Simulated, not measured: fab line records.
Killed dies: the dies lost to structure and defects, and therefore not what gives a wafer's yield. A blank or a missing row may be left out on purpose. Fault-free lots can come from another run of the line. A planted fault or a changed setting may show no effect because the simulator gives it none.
The tool behind it: which one?	flow nand harc	24 lots with 72 wafers sampled at 6 steps, on a route of 1159 steps

WHAT EACH GAUGE READ, for each wafer
The record holds no reading of a measuring or inspecting step that can be judged against a usual standard deviation.

WHICH TOOL RAN EACH LOT (tool, then ch and the chambers of the sampled wafers, then the start)
lot	NHARC_A_STAIRCASE_DEP_151	NHARC_A_STAIRCASE_DEP_325	NHARC_A_SGD_CUT_ETCH_59	NHARC_A_SLIT_ETCH_17	NHARC_A_SLIT_ETCH_29	NHARC_A_CONTACT_ETCH_117
L074	pecvd-02 ch 0,1, day 12 09:58	pecvd-01 ch 0,2, day 13 00:38	rie diel-12 ch 1,2, day 14 10:58 or earlier	har etch-01 ch 1, day 14 10:58	rie diel-10 ch 1,2,3, day 14 13:06	har cap etch-01 ch 0,1, day 16 05:47
L077	pecvd-01 ch 0,1,2, day 12 23:28	pecvd-04 ch 0,1, day 13 16:35	rie diel-06 ch 1,2,3, day 14 18:56 or earlier	har etch-01 ch 0,1, day 14 18:56	rie diel-11 ch 2,3, day 14 20:34	har cap etch-03 ch 0,1, day 16 14:46
L078	pecvd-01 ch 1,2, day 13 04:32	pecvd-01 ch 0,1,2, day 13 20:49	rie diel-12 ch 1,3, day 14 20:52 or earlier	har etch-01 ch 0,1, day 14 20:52	rie diel-11 ch 1,2, day 14 22:29	har cap etch-03 ch 0,1, day 16 21:46
L075	pecvd-02 ch 1,2, day 13 04:36	pecvd-02 ch 0,1,2, day 13 20:57	rie diel-06 ch 0,3, day 14 20:14 or earlier	har etch-02 ch 0, day 14 20:14	rie diel-05 ch 2,3, day 14 22:08	har cap etch-01 ch 0,1, day 16 21:09
L076	pecvd-04 ch 0,1,2, day 13 04:40	pecvd-04 ch 0,2, day 13 20:46	rie diel-12 ch 0,2, day 14 18:19 or earlier	har etch-02 ch 0,1, day 14 18:19	rie diel-05 ch 0,2, day 14 20:26	har cap etch-02 ch 0,1, day 16 14:53
L079	pecvd-01 ch 1,2, day 13 15:13	pecvd-02 ch 0,2, day 14 05:32	rie diel-09 ch 0,1,3, day 15 08:46 or earlier	har etch-02 ch 0,1, day 15 08:46	rie diel-10 ch 1,2,3, day 15 10:38	har cap etch-01 ch 1, day 17 05:59
L080	pecvd-02 ch 0,1,2, day 13 15:13	pecvd-01 ch 0,1,2, day 14 05:25	rie diel-06 ch 0,2,3, day 15 09:05 or earlier	har etch-01 ch 0,1, day 15 09:05	rie diel-11 ch 0,2,3, day 15 11:13	har cap etch-02 ch 0,1, day 17 09:03
L082	pecvd-04 ch 0,1,2, day 14 05:16	pecvd-04 ch 1,2, day 14 19:24	rie diel-09 ch 0,1,2, day 16 02:40 or earlier	har etch-02 ch 0,1, day 16 02:40	rie diel-10 ch 1,2,3, day 16 04:34	har cap etch-03 ch 0,1, day 18 07:14
L081	pecvd-04 ch 0,2, day 14 09:43	pecvd-04 ch 0,1,2, day 15 00:50	rie diel-06 ch 1,2, day 16 02:26 or earlier	har etch-01 ch 0,1, day 16 02:26	rie diel-05 ch 0,2, day 16 04:17	har cap etch-02 ch 0,1, day 17 22:50
L084	pecvd-04 ch 0,2, day 14 17:58	pecvd-01 ch 0,1,2, day 15 12:40	rie diel-09 ch 1,3, day 16 15:38 or earlier	har etch-01 ch 0,1, day 16 15:38	rie diel-05 ch 2,3, day 16 17:44	har cap etch-02 ch 0,1, day 18 16:15
L083	pecvd-01 ch 1,2, day 15 01:49	pecvd-04 ch 1,2, day 15 16:53	rie diel-12 ch 0,3, day 16 17:33 or earlier	har etch-01 ch 0,1, day 16 17:33	rie diel-11 ch 0,3, day 16 19:23	har cap etch-01 ch 0,1, day 18 13:26
L086	pecvd-02 ch 0,1,2, day 15 19:43	pecvd-04 ch 0,1,2, day 16 10:16	rie diel-06 ch 0,2,3, day 17 11:46 or earlier	har etch-01 ch 0,1, day 17 11:46	rie diel-10 ch 0,1,3, day 17 13:50	har cap etch-01 ch 0,1, day 19 11:31
L087	pecvd-01 ch 0,1,2, day 15 19:49	pecvd-02 ch 0,1,2, day 16 10:23	rie diel-06 ch 0,1, day 17 11:57 or earlier	har etch-02 ch 0,1, day 17 11:57	rie diel-05 ch 0,1, day 17 14:01	har cap etch-03 ch 1, day 19 13:19
L088	pecvd-02 ch 0,1, day 15 23:40	pecvd-01 ch 0,1, day 16 16:52	rie diel-09 ch 0,1,2, day 18 02:51 or earlier	har etch-01 ch 0,1, day 18 02:51	rie diel-11 ch 0,3, day 18 04:26	har cap etch-02 ch 0,1, day 20 03:14
L089	pecvd-01 ch 1,2, day 15 23:50	pecvd-02 ch 0,2, day 16 17:16	rie diel-06 ch 0,2,3, day 18 00:44 or earlier	har etch-02 ch 0,1, day 18 00:44	rie diel-10 ch 0,3, day 18 02:51	har cap etch-03 ch 0, day 19 20:53
L085	pecvd-02 ch 1,2, day 16 00:09	pecvd-02 ch 1,2, day 16 17:44	rie diel-06 ch 1,2,3, day 18 00:31 or earlier	har etch-01 ch 0,1, day 18 00:31	rie diel-11 ch 0,1, day 18 02:37	har cap etch-02 ch 0,1, day 19 20:58
L090	pecvd-02 ch 0,2, day 16 12:32	pecvd-02 ch 0,1, day 17 05:37	rie diel-06 ch 0,1,2, day 18 10:44 or earlier	har etch-02 ch 0, day 18 10:44	rie diel-11 ch 1,2, day 18 12:50	har cap etch-01 ch 0,1, day 20 04:17
L091	pecvd-02 ch 0,1,2, day 16 16:41	pecvd-04 ch 1,2, day 17 05:39	rie diel-12 ch 0,2,3, day 18 09:04 or earlier	har etch-02 ch 0,1, day 18 09:04	rie diel-11 ch 1,2,3, day 18 11:10	har cap etch-02 ch 0,1, day 20 12:49
L092	pecvd-01 ch 0,1, day 16 17:26	pecvd-01 ch 0,1, day 17 05:38	rie diel-09 ch 0,2,3, day 18 11:29 or earlier	har etch-01 ch 0,1, day 18 11:29	rie diel-05 ch 1,2,3, day 18 13:22	har cap etch-01 ch 0,1, day 20 09:17
L093	pecvd-01 ch 0,1,2, day 17 03:50	pecvd-04 ch 0,1,2, day 17 19:13	rie diel-12 ch 1,2,3, day 18 21:10 or earlier	har etch-02 ch 0,1, day 18 21:10	rie diel-11 ch 0,1,2, day 18 23:18	har cap etch-01 ch 0,1, day 20 21:13
L095	pecvd-02 ch 0,1,2, day 17 12:45	pecvd-02 ch 1,2, day 18 05:07	rie diel-09 ch 1,2,3, day 19 09:38 or earlier	har etch-01 ch 0,1, day 19 09:38	rie diel-10 ch 0,1, day 19 11:44	har cap etch-01 ch 0,1, day 21 18:26
L094	pecvd-01 ch 0,1,2, day 17 13:02	pecvd-01 ch 0,1,2, day 18 05:24	rie diel-06 ch 0,1,2, day 19 11:49 or earlier	har etch-01 ch 0,1, day 19 11:49	rie diel-11 ch 1,2,3, day 19 13:26	har cap etch-03 ch 0,1, day 21 22:43
L097	pecvd-01 ch 0,1, day 18 02:25	pecvd-04 ch 0,1,2, day 18 19:07	rie diel-12 ch 1,2, day 20 02:33 or earlier	har etch-02 ch 0,1, day 20 02:33	rie diel-05 ch 0,2, day 20 04:14	har cap etch-01 ch 0,1, day 22 03:46
L096	pecvd-02 ch 0,2, day 18 10:53	pecvd-04 ch 0,2, day 19 05:17	rie diel-12 ch 0,1,3, day 20 10:28 or earlier	har etch-02 ch 0,1, day 20 10:28	rie diel-11 ch 1,2, day 20 12:04	har cap etch-03 ch 0,1, day 22 11:46
- NHARC_A_STAIRCASE_DEP_151: deposits SiO2, target thk 3800 nm.
- NHARC_A_STAIRCASE_DEP_325: deposits SiO2, target thk 3800 nm.
- NHARC_A_SGD_CUT_ETCH_59: etches the open film in N2/H2, target depth 260 nm, time 406.25 s.
- NHARC_A_SLIT_ETCH_17: etches the open film in C4F8/O2/Ar, time 1687.5 s, target depth 10100 nm.
- NHARC_A_SLIT_ETCH_29: etches the open film in CF4/O2, target depth 100 nm, overetch 10 nm, time 55 s.
- NHARC_A_CONTACT_ETCH_117: etches the open film in C4F8/O2/Ar, time 94 s, target depth 922 nm.

AS READ BY THE TOOLS THEMSELVES (means over the sampled wafers that have a number; for cases with no such wafer, the mark the record gives instead)
NHARC_A_STAIRCASE_DEP_151. Usual: 689 W for heater power w, sd 140.
lot	tool	heater power w (W)	flag
L074	pecvd-02	573	
L077	pecvd-01	670	
L078	pecvd-01	555	
L075	pecvd-02	655	
L076	pecvd-04	655	
L079	pecvd-01	684	
L080	pecvd-02	752	
L082	pecvd-04	598	
L081	pecvd-04	548	
L084	pecvd-04	560	
L083	pecvd-01	662	
L086	pecvd-02	739	
L087	pecvd-01	657	
L088	pecvd-02	641	
L089	pecvd-01	656	
L085	pecvd-02	845	
L090	pecvd-02	848	
L091	pecvd-02	701	
L092	pecvd-01	759	
L093	pecvd-01	665	
L095	pecvd-02	683	
L094	pecvd-01	630	
L097	pecvd-01	753	
L096	pecvd-02	768	

NHARC_A_STAIRCASE_DEP_325. Usual: 676 W for heater power w, sd 140.
lot	tool	heater power w (W)	flag
L074	pecvd-01	690	
L077	pecvd-04	661	
L078	pecvd-01	632	
L075	pecvd-02	664	
L076	pecvd-04	620	
L079	pecvd-02	674	
L080	pecvd-01	769	
L082	pecvd-04	684	
L081	pecvd-04	616	
L084	pecvd-01	647	
L083	pecvd-04	629	
L086	pecvd-04	620	
L087	pecvd-02	711	
L088	pecvd-01	725	
L089	pecvd-02	826	
L085	pecvd-02	747	
L090	pecvd-02	621	
L091	pecvd-04	635	
L092	pecvd-01	852	
L093	pecvd-04	655	
L095	pecvd-02	713	
L094	pecvd-01	629	
L097	pecvd-04	648	
L096	pecvd-04	572	

NHARC_A_SGD_CUT_ETCH_59. Usual: bias w 150.0 W, standard deviation 0.44; drypump motor current A 5.8 A, standard deviation 0.5; oes product au 0.999 a.u., standard deviation 0.0071; rf vpp V 430.3 V, standard deviation 2.2; showerhead plenum p Torr 2.03 Torr, standard deviation 0.074; throttle valve pct 14.171 %, standard deviation 0.0088.
lot	tool	bias w (W)	drypump motor current A (A)	oes product au (a.u.)	rf vpp V (V)	showerhead plenum p Torr (Torr)	throttle valve pct (%)	flag
L074	rie diel-12	150.0	5.7	1.007	431.1	2.02	14.168	
L077	rie diel-06	150.0	5.7	0.996	429.8	2.01	14.171	
L078	rie diel-12	149.4	6.0	1.011	429.7	2.05	14.168	
L075	rie diel-06	150.5	5.9	1.000	428.7	1.97	14.167	
L076	rie diel-12	150.4	6.1	0.990	429.5	1.97	14.173	
L079	rie diel-09	149.5	5.2	1.001	431.6	2.09	14.178	
L080	rie diel-06	150.3	5.6	0.994	429.7	2.00	14.180	
L082	rie diel-09	149.9	5.6	0.997	430.8	2.06	14.168	
L081	rie diel-06	150.0	5.4	0.997	430.9	2.04	14.175	
L084	rie diel-09	149.6	5.2	0.997	431.5	2.06	14.175	
L083	rie diel-12	150.1	6.2	1.000	429.7	2.02	14.166	
L086	rie diel-06	149.9	5.6	1.006	429.0	2.00	14.165	
L087	rie diel-06	150.1	5.9	0.998	429.6	2.01	14.169	
L088	rie diel-09	149.8	5.6	1.002	431.7	2.06	14.165	
L089	rie diel-06	150.2	5.6	1.000	429.4	2.00	14.169	
L085	rie diel-06	149.4	5.7	1.000	430.0	2.01	14.169	
L090	rie diel-06	150.1	5.6	0.993	430.3	2.02	14.160	
L091	rie diel-12	149.9	6.2	0.988	430.4	2.04	14.176	
L092	rie diel-09	150.0	5.7	1.000	430.9	2.05	14.171	
L093	rie diel-12	150.4	6.1	1.005	430.9	2.06	14.168	
L095	rie diel-09	150.0	5.7	1.006	430.3	2.02	14.178	
L094	rie diel-06	150.1	5.7	1.001	429.4	2.02	14.177	
L097	rie diel-12	149.8	6.1	0.995	431.8	2.08	14.166	
L096	rie diel-12	150.6	5.9	1.004	429.5	1.98	14.164	

NHARC_A_SLIT_ETCH_17. Usual: drypump motor current A 6.1 A, standard deviation 0.37; showerhead plenum p Torr 3.78 Torr, standard deviation 0.044; throttle valve pct 32.046 %, standard deviation 0.0093.
lot	tool	drypump motor current A (A)	showerhead plenum p Torr (Torr)	throttle valve pct (%)	flag
L074	har etch-01	6.2	3.80	32.049	
L077	har etch-01	6.3	3.77	32.054	
L078	har etch-01	6.4	3.75	32.052	
L075	har etch-02	5.5	3.84	32.038	
L076	har etch-02	6.0	3.84	32.047	
L079	har etch-02	5.7	3.84	32.044	
L080	har etch-01	6.4	3.75	32.047	
L082	har etch-02	5.7	3.83	32.044	
L081	har etch-01	6.3	3.77	32.044	
L084	har etch-01	6.4	3.74	32.044	
L083	har etch-01	6.3	3.77	32.045	
L086	har etch-01	6.4	3.74	32.048	
L087	har etch-02	5.7	3.82	32.041	
L088	har etch-01	6.3	3.76	32.046	
L089	har etch-02	5.7	3.82	32.043	
L085	har etch-01	6.3	3.76	32.050	
L090	har etch-02	5.5	3.82	32.053	
L091	har etch-02	6.0	3.82	32.036	
L092	har etch-01	6.3	3.75	32.045	
L093	har etch-02	6.0	3.82	32.045	
L095	har etch-01	6.3	3.75	32.042	
L094	har etch-01	6.3	3.75	32.049	
L097	har etch-02	6.0	3.81	32.044	
L096	har etch-02	5.7	3.81	32.045	

NHARC_A_SLIT_ETCH_29. Usual: bias w 100.0 W, standard deviation 0.3; drypump motor current A 5.9 A, standard deviation 0.32; oes product au 1.002 a.u., standard deviation 0.0072; rf vpp V 197.7 V, standard deviation 1.5; showerhead plenum p Torr 1.33 Torr, standard deviation 0.057; throttle valve pct 13.398 %, standard deviation 0.0099.
lot	tool	bias w (W)	drypump motor current A (A)	oes product au (a.u.)	rf vpp V (V)	showerhead plenum p Torr (Torr)	throttle valve pct (%)	flag
L074	rie diel-10	99.9	5.7	1.009	196.1	1.29	13.398	
L077	rie diel-11	100.0	6.0	0.997	199.1	1.39	13.388	
L078	rie diel-11	100.1	6.1	0.992	197.7	1.32	13.394	
L075	rie diel-05	99.9	5.9	1.006	197.5	1.37	13.395	
L076	rie diel-05	99.8	5.9	0.997	197.0	1.31	13.401	
L079	rie diel-10	100.2	5.7	1.004	197.0	1.29	13.396	
L080	rie diel-11	100.1	6.0	0.993	199.5	1.37	13.396	
L082	rie diel-10	100.1	5.7	1.007	197.0	1.29	13.398	
L081	rie diel-05	100.3	5.9	1.001	197.5	1.32	13.399	
L084	rie diel-05	100.0	5.8	1.001	199.4	1.40	13.390	
L083	rie diel-11	99.9	6.1	1.004	198.6	1.36	13.391	
L086	rie diel-10	99.8	5.6	1.005	197.6	1.33	13.394	
L087	rie diel-05	99.7	5.3	1.005	196.6	1.27	13.398	
L088	rie diel-11	99.9	6.1	1.006	198.1	1.34	13.397	
L089	rie diel-10	100.1	5.8	1.003	197.3	1.34	13.401	
L085	rie diel-11	100.2	6.1	1.001	196.9	1.29	13.395	
L090	rie diel-11	99.9	6.0	1.001	198.5	1.36	13.390	
L091	rie diel-11	100.0	6.0	1.002	198.2	1.35	13.401	
L092	rie diel-05	100.2	5.6	0.995	197.5	1.34	13.395	
L093	rie diel-11	100.1	6.1	1.010	198.1	1.33	13.393	
L095	rie diel-10	100.0	5.6	1.007	199.4	1.38	13.394	
L094	rie diel-11	100.2	6.1	1.000	198.2	1.35	13.404	
L097	rie diel-05	100.2	5.9	1.005	197.5	1.32	13.402	
L096	rie diel-11	100.1	6.0	1.000	198.2	1.36	13.394	

THE ANSWER, worked out from the rows above alone
Rule: a lot is off if the mean of its wafers that have a number lies more than 3 standard deviations from the usual mean. A lot without any number at a reading at which 4 lots or more have one is off too. Where the step has rows for the other lots, those lots are counted as sound. First the gauges in route order, then the tools' own readings, where a lot's mean is used as printed above. At the first step where some lot is off, the reading lying furthest off is the one used; lots without a number count as furthest.
No lot is off on any of the readings shown, so nothing can be concluded from this.

WHAT THE SIMULATOR HAD PUT IN
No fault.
